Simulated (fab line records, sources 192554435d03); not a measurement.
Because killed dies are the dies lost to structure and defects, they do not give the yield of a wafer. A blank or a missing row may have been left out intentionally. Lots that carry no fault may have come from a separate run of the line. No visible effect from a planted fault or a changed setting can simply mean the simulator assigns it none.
Lot-split experiment -- flow n5_finfet -- on a route of 1938 steps: 7 lots, 21 wafers read

== ABOUT THE SPLIT ==
At N5_FIN_SAQP_HM_DEP_03 (deposits SiNx from SiH4/NH3/N2, target thk 38 nm, time 33.6 s), the setting time_s was moved away from the recipe's 33.6 s on 5 of the 21 wafers read, by -6.9% to +10.9%. For the rest of the wafers, this setting stayed at what the recipe calls for.

== FROM THE SPLIT TO THE READING: what the file shows between them, 12 steps ==
- N5_FIN_SAQP_THK_MEAS_05
- N5_FIN_SAQP_PEB_14: peb time 60 s (also split here: peb_time_s)
- N5_FIN_SAQP_DEVELOP_15: develop time 30 s
- N5_FIN_SAQP_CD_MEAS_16: target cd 35.6 nm
- N5_FIN_SAQP_ETCH_51: etches SiARC in CF4, target depth 45.5 nm, time 75.8 s (also split here: cf4_flow_sccm)
- N5_FIN_SAQP_ETCH_52: etches SOC in N2/H2, target depth 100 nm, overetch 20 nm, time 150 s
- N5_FIN_SAQP_STRIP_53: strips in N2/H2
- N5_FIN_SAQP_MANDREL2_REMOVE_60: chemistry HBr/Cl2/O2, target a-Si, stops on SiNx, bt time 10 s
- N5_FIN_SAQP_HM_OPEN_33: chemistry CH3F/O2, target SiNx, target depth 49.4 nm, time 70.6 s
- N5_FIN_SAQP_ETCH_34: etches SiO2 in C4F6/O2, target depth 45 nm, time 15 s
- N5_FIN_SAQP_STRIP_77: strips in N2/H2, time 90 s
- N5_FIN_SAQP_ETCH_64: etches SiO2 in CF4, target depth 1.5 nm

== THE READING ==
SiNx_of_FIN_SAQP_HM_DEP_03.thk_nm (the simulator's own value, which no gauge read), in nm, at N5_FIN_SAQP_FIN_ETCH_36 (etches the open film in HBr/Cl2/O2, target depth 120 nm, time 50.4 s). The file does not state a usual value for it. The 16 wafers here that ran the recipe average 21.4 nm, standard deviation 0.76 nm.

wafer,"tool, chamber at the split","time_s as run, s",against the recipe,"SiNx_of_FIN_SAQP_HM_DEP_03.thk_nm, nm",against lot-mates on the recipe
L078.1,"pecvd-03, 1",33.6,recipe,20.4,-
L078.2,"pecvd-03, 0",33.6,recipe,20,-
L078.4,"pecvd-03, 1",33.6,recipe,21.4,-
L082.1,"pecvd-04, 2",33.6,recipe,20.6,-
L082.2,"pecvd-04, 1",37.26,+10.9%,24.6,+3.5
L082.5,"pecvd-04, 0",33.6,recipe,21.6,-
L084.2,"pecvd-03, 0",33.6,recipe,21.2,-
L084.3,"pecvd-03, 1",33.6,recipe,20.4,-
L084.6,"pecvd-03, 2",33.6,recipe,20.6,-
L089.2,"pecvd-03, 0",33.6,recipe,21.6,-
L089.4,"pecvd-03, 0",33.6,recipe,22.4,-
L089.6,"pecvd-03, 1",36.41,+8.4%,25.2,+3.2
L091.3,"pecvd-03, 0",31.27,-6.9%,19,-3.6
L091.5,"pecvd-03, 2",31.27,-6.9%,18.6,-4.0
L091.6,"pecvd-03, 0",33.6,recipe,22.6,-
L094.1,"pecvd-04, 1",33.6,recipe,21.2,-
L094.4,"pecvd-04, 1",33.6,recipe,22.4,-
L094.5,"pecvd-04, 0",33.6,recipe,22,-
L095.3,"pecvd-01, 0",33.6,recipe,21.6,-
L095.4,"pecvd-01, 2",33.6,recipe,21.6,-
L095.5,"pecvd-01, 1",35.61,+6.0%,23.4,+1.8

FIT RESULTS
A straight line over all 21 wafers: SiNx_of_FIN_SAQP_HM_DEP_03.thk_nm changes by +0.36 nm for each +1% of time_s; r = +0.89; the points scatter about the line by 0.74 nm.
The same after taking each lot's own level away (the mean of its wafers on the recipe; 21 wafers): +0.407 nm for each +1%; r = +0.95; scatter 0.54 nm.
Per that fit: largest time_s move, reading shift of 4.4 nm.
The lots' own levels span 20.60 to 22.60 nm, that is 2.6 times the standard deviation above.
Hence the slope depends on the lot-to-lot level, as the two fits are not the same.
Check: with one of the wafers moved furthest among these (+10.9%) left out of the fit, the line predicts +4.73 nm for it against its lot-mates. It came out at +3.5 nm against them.

== OTHER SPLITS APPLIED TO THESE WAFERS ==
These wafers also went through other splits before the reading. Each is held against what the fit with the lots' levels taken away leaves over:
other split on the same wafers,wafers away from the commonest value,r with SiNx_of_FIN_SAQP_HM_DEP_03.thk_nm (lot level and that fit taken away)
N5_WELL_APT_PEB_23 peb_temp_c,7,+0.08
N5_WELL_APT_DEVELOP_24 develop_time_s,5,+0.10
N5_FIN_SAQP_PEB_14 peb_time_s,7,-0.37
N5_FIN_SAQP_ETCH_51 cf4_flow_sccm,6,-0.23

== THE WHOLE CHAIN: every reading that the file lists as answering this split, in the file's order ==
step,what it does,reading,change (the file's fit),r (the file's)
N5_FIN_SAQP_HM_DEP_03,"deposits SiNx from SiH4/NH3/N2, target thk 38 nm, time 33.6 s","SiNx_of_FIN_SAQP_HM_DEP_03.thk_nm (the simulator's own value, which no gauge read)",+0.378 nm for each +1% of the setting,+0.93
N5_FIN_SAQP_THK_MEAS_05,,thk_nm,withheld for each +1% of the setting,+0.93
N5_FIN_SAQP_HM_OPEN_33,"chemistry CH3F/O2, target SiNx, target depth 49.4 nm, time 70.6 s",etch_rf_on_time_s,withheld for each +1% of the setting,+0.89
N5_FIN_SAQP_HM_OPEN_33,"chemistry CH3F/O2, target SiNx, target depth 49.4 nm, time 70.6 s","etch.depth_nm (the simulator's own value, which no gauge read)",+0.384 nm for each +1% of the setting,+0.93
N5_FIN_SAQP_ETCH_34,"etches SiO2 in C4F6/O2, target depth 45 nm, time 15 s","SiNx_of_FIN_SAQP_HM_DEP_03.thk_nm (the simulator's own value, which no gauge read)",+0.387 nm for each +1% of the setting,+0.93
N5_FIN_SAQP_FIN_ETCH_36,"etches the open film in HBr/Cl2/O2, target depth 120 nm, time 50.4 s","SiNx_of_FIN_SAQP_HM_DEP_03.thk_nm (the simulator's own value, which no gauge read)",+0.374 nm for each +1% of the setting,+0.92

== THE FILE'S OWN FIT ==
SiNx_of_FIN_SAQP_HM_DEP_03.thk_nm changes by +0.374 nm for each +1% of time_s, r = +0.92.
